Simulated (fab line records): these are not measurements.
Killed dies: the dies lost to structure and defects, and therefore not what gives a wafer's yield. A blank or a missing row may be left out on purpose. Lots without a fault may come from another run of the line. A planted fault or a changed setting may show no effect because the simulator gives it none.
fab line records    flow n5Finfet
record: lots: 5  wafers: 14  lastDay: 17
route steps=1938 shown WELL_APT@28 BEOL_M4@1111 PASSIVATION@1936
lots that met no fault: from a run of the same line without faults
startH: the number of hours between the record's first day and the start of the first shown wafer of the lot    waitH: how many hours have passed since the lot's step before this one    " as in the row above    L1.1+2: a single row standing in for several wafers    - value missing, or start not given    * or withheld: withheld    < > ~ a bound
route shown NAME@n: NAME is a module with steps in the file, n the number in the route of the first one    usual: the fault-free wafers' mean and standard deviation    same: alike in all rows    chamber/n: place in a boat    sites: the reading at each site    _std_site: standard deviation of those values    _edge_site: the outer-site mean with the inner-site mean subtracted    radiusMm: how far each site lies from the wafer's centre    mask NAME#n: copy n    behind: the last tool/chamber to shape the wafer    hold: what put the lot on hold/how long, in hours/how the hold closed    device: names the non-switching transistor (n, p or np)    end of line: the tests these same wafers got at the end of their route    step lacking rows: just its recipe    killed: dies lost to structure and defects at the first sort, not the wafer's yield    map: a wafer's dies, marking killed ones x, the rest . and places with no die _
set.NAME: the setting as run; set.NAME@STEP: as run at that earlier step    model.NAME: the simulator's own value behind a step, which no gauge read
lots seen at some steps along the route; tables by step, rows by wafer
services: a tool's chamber out of use, with start hour (startH, from the record's first day; less than 0 if before it), hours out, and reason
== steps ==
step: N5_WELL_APT_CD_MEAS_08
recipe: targetCdNm: 200  landingEnergyEv: 500  detector: seInlens
usual: cdNm: 200.4/2
lot.wafer  tool      chamber  startH  waitH  cdNm
L909.2     cdSem-02  0        14.01   -      204.2
L909.4     "         0        "       "      199.7
L909.6     "         0        "       "      202.0
L917.1     cdSem-01  0        61.72   -      199.2
L917.3     "         0        "       "      200.8
L917.5     "         0        "       "      200.9
L919.2     cdSem-02  0        73.71   -      200.2
L919.5     "         0        "       "      201.0
L919.6     "         0        "       "      205.4
L924.1     cdSem-02  0        103.68  -      199.8
L924.5     "         0        "       "      200.1
L928.1     cdSem-01  0        127.81  -      201.7
L928.2     "         0        "       "      200.5
L928.6     "         0        "       "      201.1
step: N5_WELL_APT_OVL_MEAS_09
recipe: pointsPerWafer: 44
usual: NWELL_OVL: 2/5
lot.wafer  tool        chamber  startH  waitH  NWELL_OVL[nm]
L909.2     overlay-02  0        14.04   0.0    1
L909.4     "           0        "       "      1
L909.6     "           0        "       "      -3
L917.1     overlay-02  0        61.76   0.0    6
L917.3     "           0        "       "      9
L917.5     "           0        "       "      9
L919.2     overlay-02  0        73.74   0.0    -2
L919.5     "           0        "       "      -8
L919.6     "           0        "       "      0
L924.1     overlay-01  0        103.71  0.0    -5
L924.5     "           0        "       "      2
L928.1     overlay-02  0        127.84  0.0    2
L928.2     "           0        "       "      -1
L928.6     "           0        "       "      -1
step: N5_WELL_APT_INSPECT_10
recipe: mode: adi  inspectInstrument: macro
usual: rawDefectCount: 2.1/1.4
lot.wafer  tool              chamber  startH  waitH  rawDefectCount
L909.2     defectInspect-02  -        14.07   0.0    0
L909.4     "                 -        "       "      3
L909.6     "                 -        "       "      2
L917.1     defectInspect-01  -        61.78   0.0    1
L917.3     "                 -        "       "      2
L917.5     "                 -        "       "      3
L919.2     defectInspect-01  -        73.76   0.0    1
L919.5     "                 -        "       "      2
L919.6     "                 -        "       "      3
L924.1     defectInspect-01  -        103.74  0.0    0
L924.5     "                 -        "       "      0
L928.1     defectInspect-01  -        127.86  0.0    0
L928.2     "                 -        "       "      2
L928.6     "                 -        "       "      2
step: N5_WELL_APT_DESCUM_13
recipe: chemistry: O2  timeS: 7.9  sourcePowerW: 50  biasPowerW: 20  pressureMtorr: 20  rfFrequencyHz: 2.712e+07  tempC: 40  o2FlowSccm: 225
usual: drypumpMotorCurrentA: 5.68/0.29  oesProductAu: 0.78/0.084  rfVppV: 243.3/1.4  showerheadPlenumPTorr: 2.09/0.08  throttleValvePct: 20.48/0.24
lot.wafer  tool        chamber  startH  waitH  drypumpMotorCurrentA  oesProductAu  rfHoursCounterH  rfVppV  showerheadPlenumPTorr  throttleValvePct
L909.2     rieDiel-05  2        14.19   0.1    5.84                  0.69          225              243.8   2.05                   20.94
L909.4     "           3        "       "      5.30                  0.68          -                244.4   2.05                   20.91
L909.6     "           2        "       "      5.86                  0.68          -                243.5   2.05                   20.94
L917.1     rieDiel-03  1        62.01   0.2    5.38                  0.75          172              241.1   1.99                   20.51
L917.3     "           0        "       "      5.54                  0.74          152              246.0   2.18                   20.78
L917.5     "           0        "       "      5.55                  0.74          -                244.4   2.18                   20.78
L919.2     rieDiel-05  0        73.80   0.0    5.78                  0.77          152              243.4   2.07                   20.17
L919.5     "           2        "       "      5.87                  0.68          -                241.5   2.05                   20.95
L919.6     "           1        "       "      5.85                  0.95          -                244.0   2.16                   20.21
L924.1     rieDiel-03  2        103.77  0.0    5.76                  0.77          145              241.6   2.01                   20.34
L924.5     "           1        "       "      5.36                  0.74          -                242.7   1.98                   20.53
L928.1     rieDiel-01  3        127.90  0.0    5.14                  0.66          241              241.5   1.97                   20.59
L928.2     "           0        "       "      6.21                  0.81          97               243.1   2.09                   20.35
L928.6     "           1        "       "      5.95                  0.83          -                244.4   2.23                   20.40
step: N5_WELL_APT_IMPLANT_14
recipe: species: P  energyKev: 160  doseCm2: 1.5e+13  tiltDeg: 0  rotationDeg: 0
step: N5_WELL_APT_IMPLANT_15
recipe: species: As  energyKev: 25  doseCm2: 1.5e+13  tiltDeg: 0  rotationDeg: 0
step: N5_WELL_APT_STRIP_16
recipe: chemistry: SPM  timeS: 900  tempC: 130  h2so4H2o2VolRatio: 4  dry: ipaMarangoni
step: N5_WELL_APT_HMDS_18
recipe: timeS: 60  tempC: 120
step: N5_WELL_APT_COAT_19
recipe: spinRpm: 1357  resistThkNm: 950
step: N5_WELL_APT_EBR_21
recipe: solvent: PGMEA  ebrWidthMm: 1.5
step: N5_WELL_APT_SOFTBAKE_20
recipe: tempC: 130  timeS: 60
step: N5_WELL_APT_EXPOSE_22
recipe: maskId: PWELL  na: 0.8  sourceShape: conventional  sigmaOuter: 0.8  polarization: unpolarized  defocusNm: 0  targetCdNm: 200  doseMj: 23.2
step: N5_WELL_APT_PEB_23
recipe: pebTempC: 130  pebTimeS: 90
lot.wafer   tool           chamber  startH  waitH
L909.2+4+6  lithoTrack-05  0        15.24   0.0
L917.1+3+5  lithoTrack-04  0        63.07   0.1
L919.2+5+6  lithoTrack-04  0        74.84   0.0
L924.1+5    lithoTrack-04  0        105.06  0.1
L928.1+2+6  lithoTrack-03  0        129.07  0.1
step: N5_WELL_APT_DEVELOP_24
recipe: developTimeS: 45  rinseLiquid: surfactantRinse  dry: airSpin  devTempC: 21
step: N5_WELL_APT_HARDBAKE_29
recipe: tempC: 130  timeS: 120
step: N5_WELL_APT_CD_MEAS_25
recipe: targetCdNm: 200  landingEnergyEv: 500  detector: seInlens
usual: cdNm: 199.1/2.4
lot.wafer  tool      chamber  startH  waitH  cdNm
L909.2     cdSem-01  0        15.35   -      197.4
L909.4     "         0        "       "      194.7
L909.6     "         0        "       "      196.4
L917.1     cdSem-01  0        63.18   -      199.6
L917.3     "         0        "       "      198.5
L917.5     "         0        "       "      201.9
L919.2     cdSem-02  0        74.96   -      198.9
L919.5     "         0        "       "      197.5
L919.6     "         0        "       "      202.2
L924.1     cdSem-01  0        105.18  -      199.6
L924.5     "         0        "       "      205.4
L928.1     cdSem-02  0        129.19  -      199.4
L928.2     "         0        "       "      200.0
L928.6     "         0        "       "      203.8
step: N5_WELL_APT_OVL_MEAS_26
recipe: pointsPerWafer: 44
usual: PWELL_OVL: 2/5.5
lot.wafer  tool        chamber  startH  waitH  PWELL_OVL[nm]
L909.2     overlay-02  0        15.38   0.0    -8
L909.4     "           0        "       "      -6
L909.6     "           0        "       "      0
L917.1     overlay-02  0        63.21   0.0    8
L917.3     "           0        "       "      9
L917.5     "           0        "       "      11
L919.2     overlay-02  0        74.98   0.0    6
L919.5     "           0        "       "      4
L919.6     "           0        "       "      2
L924.1     overlay-02  0        105.21  0.0    -3
L924.5     "           0        "       "      -3
L928.1     overlay-02  0        129.22  0.0    -12
L928.2     "           0        "       "      4
L928.6     "           0        "       "      -1
step: N5_WELL_APT_INSPECT_27
recipe: mode: adi  inspectInstrument: macro
usual: rawDefectCount: 1.9/1.3
lot.wafer  tool              chamber  startH  waitH  rawDefectCount
L909.2     defectInspect-01  -        15.40   0.0    3
L909.4     "                 -        "       "      4
L909.6     "                 -        "       "      1
L917.1     defectInspect-01  -        63.24   0.0    1
L917.3     "                 -        "       "      1
L917.5     "                 -        "       "      1
L919.2     defectInspect-02  -        75.01   0.0    0
L919.5     "                 -        "       "      2
L919.6     "                 -        "       "      1
L924.1     defectInspect-01  -        105.23  0.0    5
L924.5     "                 -        "       "      3
L928.1     defectInspect-01  -        129.24  0.0    1
L928.2     "                 -        "       "      3
L928.6     "                 -        "       "      1
step: N5_WELL_APT_DESCUM_30
recipe: chemistry: O2  timeS: 7.9  sourcePowerW: 50  biasPowerW: 20  pressureMtorr: 20  rfFrequencyHz: 2.712e+07  tempC: 40  o2FlowSccm: 225
usual: drypumpMotorCurrentA: 5.72/0.29  oesProductAu: 0.79/0.1  rfVppV: 243.2/1.3  showerheadPlenumPTorr: 2.09/0.074  throttleValvePct: 20.48/0.27
lot.wafer  tool        chamber  startH  waitH  drypumpMotorCurrentA  oesProductAu  rfHoursCounterH  rfVppV  showerheadPlenumPTorr  throttleValvePct  model.WELL_APT.cdNm
L909.2     rieDiel-01  1        15.50   0.1    5.92                  0.86          47               246.3   2.24                   20.36             197.3
L909.4     "           2        "       "      6.16                  0.72          210              244.3   2.14                   20.44             194.4
L909.6     "           2        "       "      6.20                  0.72          -                243.4   2.14                   20.43             196.3
L917.1     rieDiel-01  2        63.27   0.0    6.18                  0.72          227              244.2   2.13                   20.46             199.6
L917.3     "           3        "       "      5.10                  0.67          220              239.6   1.98                   20.56             198.7
L917.5     "           1        "       "      5.92                  0.86          -                244.2   2.24                   20.38             202.2
L919.2     rieDiel-05  2        75.04   0.0    5.86                  0.67          246              241.1   2.05                   20.98             199.1
L919.5     "           2        "       "      5.85                  0.68          -                243.5   2.05                   20.97             198.1
L919.6     "           1        "       "      5.84                  0.95          -                244.7   2.16                   20.20             202.1
L924.1     rieDiel-03  1        105.29  0.1    5.38                  0.74          185              241.6   1.98                   20.52             199.1
L924.5     "           2        "       "      5.71                  0.77          -                242.6   2.01                   20.34             205.2
L928.1     rieDiel-01  0        129.31  0.1    6.22                  0.81          98               243.0   2.09                   20.36             199.5
L928.2     "           3        "       "      5.07                  0.65          241              242.4   1.97                   20.58             200.4
L928.6     "           3        "       "      5.11                  0.65          -                241.2   1.97                   20.57             204.2
step: N5_WELL_APT_IMPLANT_31
recipe: species: B  energyKev: 60  doseCm2: 1.5e+13  tiltDeg: 0  rotationDeg: 0
step: N5_BEOL_M4_RC_MEAS_101
usual: DIBL_N: 35.4/2.1  DIBL_P: 34.8/2.6  IOFF_N: 0.15/0.037  IOFF_P: 0.19/0.037  ION_N: 677/16  ION_P: 462/9.3  SS_N: 71.4/0.75  SS_P: 72.9/0.77  VT_N: 250/3.7  VT_P: -251/3.5
lot.wafer  tool       chamber  startH  waitH  DIBL_N[mV/V]  DIBL_P[mV/V]  IOFF_N[nA/um]  IOFF_P[nA/um]  ION_N[uA/um]  ION_P[uA/um]  SS_N[mV/dec]  SS_P[mV/dec]  VT_N[mV]  VT_P[mV]
L909.2     prober-01  0        183.64  0.2    35.6          34.7          0.15           0.15           657           443           71.1          72.8          250       -256
L909.4     "          0        "       "      37.5          38.6          0.18           0.20           690           464           71.5          73.8          250       -254
L909.6     "          0        "       "      35.6          34.8          0.14           0.14           680           450           70.7          72.5          251       -256
L917.1     prober-01  0        225.90  0.0    34.1          34.0          0.14           0.21           674           470           71.2          72.5          248       -249
L917.3     "          0        "       "      33.8          33.4          0.12           0.20           660           461           70.9          73.0          255       -249
L917.5     "          0        "       "      32.5          31.7          0.11           0.18           666           469           70.3          72.1          252       -249
L919.2     prober-01  0        231.49  0.8    37.8          36.2          0.17           0.22           672           460           71.9          73.0          250       -248
L919.5     "          0        "       "      36.2          34.3          0.14           0.20           684           466           71.4          72.4          248       -249
L919.6     "          0        "       "      36.7          34.1          0.15           0.20           675           460           71.2          72.7          247       -251
L924.1     prober-02  0        260.65  0.0    36.6          35.0          0.14           0.18           642           445           71.3          73.3          252       -255
L924.5     "          0        "       "      38.2          37.5          0.18           0.20           656           450           72.4          73.2          252       -254
L928.1     prober-01  0        286.34  0.0    35.6          35.4          0.15           0.19           678           460           72.1          72.7          250       -251
L928.2     "          0        "       "      34.9          35.1          0.15           0.18           677           463           71.4          72.9          250       -250
L928.6     "          0        "       "      34.7          34.9          0.14           0.19           680           466           71.5          73.0          248       -251
step: N5_PASSIVATION_PROBE_49
usual: defectLimitedYield: 90.5/1.7  killed_at_M0_to_M3: 37/12  killed_at_M4_up: 14/5.2  killedAtContacts: 12/5.9  killedAtFrontEnd: 45/14  killedAtOther: 3.5/2.8  killedDies: 112/21  killedOnRim: 15/4.5  killedOpen: 73/15  killedShort: 36/8.9  sort_bin_5_function: 5.6/1.2  sort_bin_6_memory: 3.5/0.68  sort_bin_8_speed: 0.01/0.1  sortNPass: 1068/21  sortYieldPct: 90.5/1.8
same: grossDies: 1180  killedAtBackSide: 0  sort_bin_4_leakage[%]: 0
lot.wafer  tool       chamber  startH  waitH  defectLimitedYield[%]  killed_at_M0_to_M3  killed_at_M4_up  killedAtContacts  killedAtFrontEnd  killedAtOther  killedDies  killedOnRim  killedOpen  killedShort  sort_bin_5_function[%]  sort_bin_6_memory[%]  sort_bin_8_speed[%]  sortNPass  sortYieldPct[%]
L919.2     prober-01  -        343.05  0.1    88.1                   54                  3                17                59                8              141         16           91          48           7.7                     3.7                   0                    1039       88.1
L919.5     prober-01  -        343.20  0.2    88.5                   35                  15               24                61                1              136         17           97          35           8.0                     3.3                   0                    1044       88.5
L919.6     prober-01  -        343.25  0.3    89.1                   45                  11               13                59                1              129         14           84          43           6.3                     4.2                   0                    1051       89.1
killed by level:class
L919.2 BEOL_M0_SAQP:geometricParticle:short=17 DUMMY_GATE:geometricParticle:open=14 MOL_CONTACT_COAG:geometricParticle:open=13 BEOL_M0_SAQP:geometricParticle:open=10 BEOL_M1:geometricParticle:open=9 STI_FIN_REVEAL:geometricParticle:open=8 GATE_CUT:geometricParticle:open=8 FIN_SAQP:geometricParticle:open=7
L919.5 MOL_CONTACT_COAG:geometricParticle:open=21 STI_FIN_REVEAL:geometricParticle:open=20 BEOL_M2:geometricParticle:open=13 BEOL_M3:geometricParticle:open=8 FIN_SAQP:geometricParticle:open=7 BEOL_M0_SAQP:geometricParticle:open=7 STI_FIN_REVEAL:geometricParticle:short=6 DUMMY_GATE:geometricParticle:open=6
L919.6 FIN_SAQP:geometricParticle:open=15 STI_FIN_REVEAL:geometricParticle:open=14 BEOL_M0_SAQP:geometricParticle:short=12 MOL_CONTACT_COAG:geometricParticle:open=10 BEOL_M0_SAQP:geometricParticle:open=10 FIN_SAQP:geometricParticle:short=7 BEOL_M1:geometricParticle:open=7 BEOL_M3:geometricParticle:open=6
== services ==
tool           chamber  startH  hours  kind
rieDiel-05     1        -2.49   -      clean
rieDiel-05     1        -2.49   -      consumableReplace:focusRing
rieDiel-05     1        -2.49   24.5   scheduledDown
rieDiel-05     1        -2.49   24.5   ventCycle
rieDiel-01     3        -0.33   4.1    repair
rieDiel-03     2        17.48   1.4    repair
rieDiel-03     -        33.78   0.2    repair
rieDiel-03     1        52.70   4.1    repair
rieDiel-03     2        60.98   1.8    repair
rieDiel-01     -        87.14   1.0    repair
rieDiel-05     2        88.44   -      clean
rieDiel-05     2        88.44   -      consumableReplace:focusRing
rieDiel-05     2        88.44   17.2   scheduledDown
rieDiel-05     2        88.44   17.2   ventCycle
rieDiel-05     3        109.75  -      clean
rieDiel-05     3        109.75  -      consumableReplace:focusRing
rieDiel-05     3        109.75  20.4   scheduledDown
rieDiel-05     3        109.75  20.4   ventCycle
lithoTrack-04  -        111.76  -      consumableReplace:filter
== key ==
firstSign none at tools or gauges
modelEffect: step: N5_WELL_APT_DESCUM_30  value: WELL_APT.cdNm  without: 195.6  struck: 205.2
metAt N5_WELL_APT_PEB_23
struckWafers L924.5
onsetBetween 74.84 105.06
fault: kind: processParameterDrift  tool: lithoTrack-04  chamber: -  onsetH: 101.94  steps: N5_WELL_APT_PEB_23  channel: pebTimeS  offset: *  shape: step  endH: 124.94  scope: struckWafersOnly  actsIn: *  stated: *
